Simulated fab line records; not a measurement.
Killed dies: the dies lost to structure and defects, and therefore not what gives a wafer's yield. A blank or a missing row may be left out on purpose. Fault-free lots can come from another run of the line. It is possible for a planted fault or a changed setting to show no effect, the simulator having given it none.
Code-filled problem report in 8D (eight disciplines) form | flow n5Finfet | the parts of the form that need people (team, actions taken, sign-off) are left out

== 1. WHAT IS WRONG ==
At N5_BEOL_M5_COAT_05, spinSpeedRpm averages 1705.5 rpm over 6 wafers from 2 lots, while fault-free wafers read 1499.9 rpm, standard deviation 1.1. So: +99 or more standard deviations from the usual mean.
The step: resist thk 30 nm.
Seen first at day 13 01:11 on lithoTrack-03, wafer L277.2. At this step, 36 wafers from 12 lots have a number in the record. Rule for "out" (also "out of limits"): further than 4 standard deviations from the usual mean. All remaining wafers that have a number are taken as sound.

== 2. WHAT IT IS, WHAT IT ISN'T ==
question                    | is                     | is not
which readings at this step | spinSpeedRpm           | exhaustPa
which lots                  | L276, L277             | L257, L258, L259, L261, L262, L263, L265, L267, L269, L272
which wafers of those lots  | all that have a number | -
read on which tools         | lithoTrack-03          | lithoTrack-04, lithoTrack-05
when                        | from day 13 01:11      | up to then (30 sound wafers)

== 3. THE SUSPECTS, EACH WITH WHAT RULES IT OUT ==
Counting: a tool at any process step up to the reading remains a suspect when it ran all the lots that are out and ran no sound lot after the first of those.
- cvdCo-02 at N5_BEOL_M4_CO_CAP_55 (material Co, precursor CCTBA/H2, target thk 2 nm, time 102.1 s): kept. It processed each lot that is out, first L277 at day 12 21:56, and no sound lot thereafter; up to then, the last sound lot it processed was L272 at day 11 19:41.
- lithoTrack-03 at N5_BEOL_M5_COAT_05 (resist thk 30 nm): kept. It processed each lot that is out, first L277 at day 13 01:11, and no sound lot thereafter; up to then, the last sound lot it processed was L259 at day 9 04:38. On those wafers its own readings are out: spinSpeedRpm.
The count leaves lithoTrack-03 at N5_BEOL_M5_COAT_05 and cvdCo-02 at N5_BEOL_M4_CO_CAP_55.

== 4. THE CAUSE (what the simulator had put in) ==
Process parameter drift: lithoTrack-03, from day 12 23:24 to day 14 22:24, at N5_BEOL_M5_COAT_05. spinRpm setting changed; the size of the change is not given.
Counting left 2 suspects, and this tool is among them.

== 5. THE EFFECT CHAIN, in route order ==
Rows list readings where the struck wafers' mean (over those with a number) sits beyond 3 standard deviations from the usual. Only readings for which the record gives a usual standard deviation are gone through. hours: the time from each lot's start at the first step in this table that gives one to its start at this step, as a median over the lots. sigmas: the change in usual standard deviations.
hours | step               | reading      | usual      | on struck wafers | change | sigmas
0     | N5_BEOL_M5_COAT_05 | spinSpeedRpm | 1499.9 rpm | 1705.5           | +205.6 | +99 or more
The process steps in it:
- N5_BEOL_M5_COAT_05: resist thk 30 nm.

== 6. WHAT WOULD HAVE CAUGHT IT SOONER ==
2 hours passed between the start of the fault at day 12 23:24 and the first reading out of limits in this record, taken at day 13 01:11.
